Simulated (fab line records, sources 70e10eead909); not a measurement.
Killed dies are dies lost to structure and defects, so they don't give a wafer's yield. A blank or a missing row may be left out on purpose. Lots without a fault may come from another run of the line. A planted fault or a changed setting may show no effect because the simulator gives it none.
Chamber matching | flow nand_harc | NHARC_A_CHANNEL_FILL_D2_ALD_25 on ald_hk-01: 4 sister chambers
The step deposits SiOx, target thk 60 nm, pulse time 10 s, ald cycles 600. 4 wafers are shown with their chamber, then 7 later ones without.

WAFERS WITH THEIR CHAMBER
wafer  | chamber | heater_power_w (W)
L081.3 | 3       | 408
L084.1 | 0       | 435
L085.3 | 2       | 579
L085.2 | 1       | 448

WAFERS WITHOUT THEIR CHAMBER
wafer  | heater_power_w (W)
L085.6 | 405
L092.1 | 422
L092.2 | 460
L092.4 | 414
L095.2 | 573
L095.5 | 420
L095.6 | 414

WHICH CHAMBER EACH WENT THROUGH
wafer  | from the rows above          | in truth
L085.6 | 3                            | 3
L092.1 | can't be placed: 0 or 3 or 1 | 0
L092.2 | can't be placed: 1 or 0      | 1
L092.4 | can't be placed: 3 or 0      | 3
L095.2 | 2                            | 2
L095.5 | can't be placed: 3 or 0 or 1 | 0
L095.6 | can't be placed: 3 or 0      | 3
Placed correctly: 2 of 7. Can't be placed from these rows: 5 (the true chamber is among the candidates in 5). Placed wrongly: 0.
How it was worked out, from the rows above alone: a wafer's distance from a chamber is the root of the sum, over the readings, of the square of ((its reading less the chamber's mean) divided by the reading's scatter). The wafer belongs to the nearest chamber; if the next one is less than 2 further off, it can't be placed. A chamber's mean is the mean of its shown wafers. The scatter: with one shown wafer a chamber, the root of the mean of the squares of how far each hidden wafer lies from its nearest shown one.
